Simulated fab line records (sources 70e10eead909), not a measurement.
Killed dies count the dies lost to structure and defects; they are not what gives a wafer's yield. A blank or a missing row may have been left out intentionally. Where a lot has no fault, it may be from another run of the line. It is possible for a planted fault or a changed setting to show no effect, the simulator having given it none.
What tool caused it? :: flow nand-harc :: 12 lots, 36 wafers sampled, at 6 steps of a route of 1302

## WHAT EACH GAUGE READ, for each wafer
NHARC_A_CONTACT_CD_MEAS_08 targets a cd of 200 nm.
lot: L074
measured: day 22 13:50
on: cd-sem-02
cd-nm (nm): 199.7 199.4 200.1

lot: L078
measured: day 23 12:34
on: cd-sem-01
cd-nm (nm): 199.9 200.4 200.0

lot: L080
measured: day 24 08:57
on: cd-sem-03
cd-nm (nm): 199.5 199.9 200.7

lot: L081
measured: day 24 20:09
on: cd-sem-02
cd-nm (nm): 200.4 199.2 199.8

lot: L083
measured: day 26 11:41
on: cd-sem-01
cd-nm (nm): 199.5 199.6 200.1

lot: L086
measured: day 26 16:55
on: cd-sem-03
cd-nm (nm): 200.7 199.7 199.7

lot: L088
measured: day 27 23:13
on: cd-sem-03
cd-nm (nm): 200.1 200.6 199.7

lot: L089
measured: day 28 04:41
on: cd-sem-03
cd-nm (nm): 200.4 200.9 200.7

lot: L091
measured: day 29 00:49
on: cd-sem-03
cd-nm (nm): 199.7 200.0 199.4

lot: L092
measured: day 30 04:25
on: cd-sem-01
cd-nm (nm): 200.1 201.2 200.0

lot: L096
measured: day 30 21:02
on: cd-sem-03
cd-nm (nm): 199.9 199.1 200.3

lot: L097
measured: day 32 07:43
on: cd-sem-02
cd-nm (nm): 200.1 200.1 199.9

## EACH LOT AND THE TOOL THAT RAN IT (in order: tool; ch and the chambers of the sampled wafers; start)
lot: L074
NHARC_A_CONTACT_ETCH_90: rie-diel-06 ch 1,2, day 21 23:31
NHARC_A_CONTACT_ETCH_96: rie-diel-06 ch 0,1,2, day 21 23:41
NHARC_A_CONTACT_ETCH_102: rie-diel-01 ch 0,2, day 22 00:04
NHARC_A_CONTACT_ETCH_133: har-cap-etch-02 ch 0,1, day 22 09:07
NHARC_A_CONTACT_DEP_85: pecvd-04 ch 1,2, day 22 13:08

lot: L078
NHARC_A_CONTACT_ETCH_90: rie-diel-01 ch 0,2, day 22 23:22
NHARC_A_CONTACT_ETCH_96: rie-diel-01 ch 0,3, day 22 23:54 or earlier
NHARC_A_CONTACT_ETCH_102: rie-diel-06 ch 0,2, day 22 23:54
NHARC_A_CONTACT_ETCH_133: har-cap-etch-03 ch 0,1, day 23 08:09
NHARC_A_CONTACT_DEP_85: pecvd-01 ch 0,2, day 23 11:58

lot: L080
NHARC_A_CONTACT_ETCH_90: rie-diel-06 ch 1,2, day 23 15:45
NHARC_A_CONTACT_ETCH_96: rie-diel-06 ch 1,3, day 23 16:16 or earlier
NHARC_A_CONTACT_ETCH_102: rie-diel-06 ch 0,1, day 23 16:16
NHARC_A_CONTACT_ETCH_133: har-cap-etch-01 ch 1, day 24 00:31
NHARC_A_CONTACT_DEP_85: pecvd-03 ch 0,2, day 24 08:14

lot: L081
NHARC_A_CONTACT_ETCH_90: rie-diel-13 ch 1,2,3, day 24 07:07
NHARC_A_CONTACT_ETCH_96: rie-diel-13 ch 0,2,3, day 24 07:37 or earlier
NHARC_A_CONTACT_ETCH_102: rie-diel-06 ch 0,2, day 24 07:37
NHARC_A_CONTACT_ETCH_133: har-cap-etch-02 ch 0,1, day 24 15:47
NHARC_A_CONTACT_DEP_85: pecvd-03 ch 0,2, day 24 19:29

lot: L083
NHARC_A_CONTACT_ETCH_90: rie-diel-13 ch 0,1,3, day 25 20:17
NHARC_A_CONTACT_ETCH_96: rie-diel-13 ch 0,3, day 25 20:46 or earlier
NHARC_A_CONTACT_ETCH_102: rie-diel-06 ch 1,2, day 25 20:46
NHARC_A_CONTACT_ETCH_133: har-cap-etch-03 ch 0,1, day 26 07:29
NHARC_A_CONTACT_DEP_85: pecvd-01 ch 0,1,2, day 26 11:07

lot: L086
NHARC_A_CONTACT_ETCH_90: rie-diel-06 ch 0,1,3, day 26 02:07
NHARC_A_CONTACT_ETCH_96: rie-diel-06 ch 1,2,3, day 26 02:46 or earlier
NHARC_A_CONTACT_ETCH_102: rie-diel-13 ch 0,1,2, day 26 02:46
NHARC_A_CONTACT_ETCH_133: har-cap-etch-03 ch 0,1, day 26 12:29
NHARC_A_CONTACT_DEP_85: pecvd-03 ch 0,1,2, day 26 16:12

lot: L088
NHARC_A_CONTACT_ETCH_90: rie-diel-06 ch 0,1,2, day 27 04:03
NHARC_A_CONTACT_ETCH_96: rie-diel-06 ch 1,2,3, day 27 04:34 or earlier
NHARC_A_CONTACT_ETCH_102: rie-diel-06 ch 1,2,3, day 27 04:34
NHARC_A_CONTACT_ETCH_133: har-cap-etch-02 ch 0,1, day 27 13:04
NHARC_A_CONTACT_DEP_85: pecvd-03 ch 0,2, day 27 22:35

lot: L089
NHARC_A_CONTACT_ETCH_90: rie-diel-01 ch 0,1,2, day 27 10:24
NHARC_A_CONTACT_ETCH_96: rie-diel-01 ch 0,2,3, day 27 10:54 or earlier
NHARC_A_CONTACT_ETCH_102: rie-diel-01 ch 0,1,3, day 27 10:54
NHARC_A_CONTACT_ETCH_133: har-cap-etch-01 ch 0,1, day 28 00:13
NHARC_A_CONTACT_DEP_85: pecvd-04 ch 0,2, day 28 03:59

lot: L091
NHARC_A_CONTACT_ETCH_90: rie-diel-01 ch 0,1,3, day 28 08:08
NHARC_A_CONTACT_ETCH_96: rie-diel-01 ch 0,2,3, day 28 09:11 or earlier
NHARC_A_CONTACT_ETCH_102: rie-diel-06 ch 0,3, day 28 09:11
NHARC_A_CONTACT_ETCH_133: har-cap-etch-02 ch 0,1, day 28 18:13
NHARC_A_CONTACT_DEP_85: pecvd-04 ch 0,1, day 29 00:16

lot: L092
NHARC_A_CONTACT_ETCH_90: rie-diel-06 ch 0,1, day 29 10:56
NHARC_A_CONTACT_ETCH_96: rie-diel-06 ch 2,3, day 29 11:28 or earlier
NHARC_A_CONTACT_ETCH_102: rie-diel-13 ch 0,1,3, day 29 11:28
NHARC_A_CONTACT_ETCH_133: har-cap-etch-03 ch 0,1, day 29 21:40
NHARC_A_CONTACT_DEP_85: pecvd-04 ch 0,2, day 30 03:42

lot: L096
NHARC_A_CONTACT_ETCH_90: rie-diel-06 ch 2,3, day 30 07:08
NHARC_A_CONTACT_ETCH_96: rie-diel-06 ch 1,3, day 30 07:40 or earlier
NHARC_A_CONTACT_ETCH_102: rie-diel-06 ch 0,1, day 30 07:40
NHARC_A_CONTACT_ETCH_133: har-cap-etch-02 ch 0,1, day 30 16:32
NHARC_A_CONTACT_DEP_85: pecvd-04 ch 0,1,2, day 30 20:20

lot: L097
NHARC_A_CONTACT_ETCH_90: rie-diel-06 ch 0,1, day 31 14:49
NHARC_A_CONTACT_ETCH_96: rie-diel-06 ch 0,1,3, day 31 15:19 or earlier
NHARC_A_CONTACT_ETCH_102: rie-diel-06 ch 2,3, day 31 15:19
NHARC_A_CONTACT_ETCH_133: har-cap-etch-03 ch 0,1, day 32 00:50
NHARC_A_CONTACT_DEP_85: pecvd-03 ch 0,1,2, day 32 07:01
- NHARC_A_CONTACT_ETCH_90: etches the open film in CH3F/O2, target depth 40 nm, time 85.7 s.
- NHARC_A_CONTACT_ETCH_96: etches the open film in C4F6/O2, target depth 20 nm, time 10 s.
- NHARC_A_CONTACT_ETCH_102: etches the open film in CF4/O2, target depth 100 nm, overetch 10 nm, time 55 s.
- NHARC_A_CONTACT_ETCH_133: etches the open film in C4F8/O2/Ar, time 374 s, target depth 1610 nm.
- NHARC_A_CONTACT_DEP_85: deposits SiON, target thk 60 nm.

## THE ANSWER, worked out from the rows above alone
Rule: usual is defined by the lots themselves. Put in order of their means at a reading, lots are off if they are a third of the lots or fewer, leave a main group of 4 or more, and stand apart from it by a gap of 3 or more times the standard deviation of the main group's means; of several such gaps the widest counts. A main group is skipped when, at the precision printed for the reading in the tables above, its means are all equal. Also off: a lot with no number at a reading for which 4 or more lots have one. The other lots that the step has rows for count as sound.
No lot is off on any of the readings shown, so nothing can be concluded from this.

## WHAT THE SIMULATOR PUT IN
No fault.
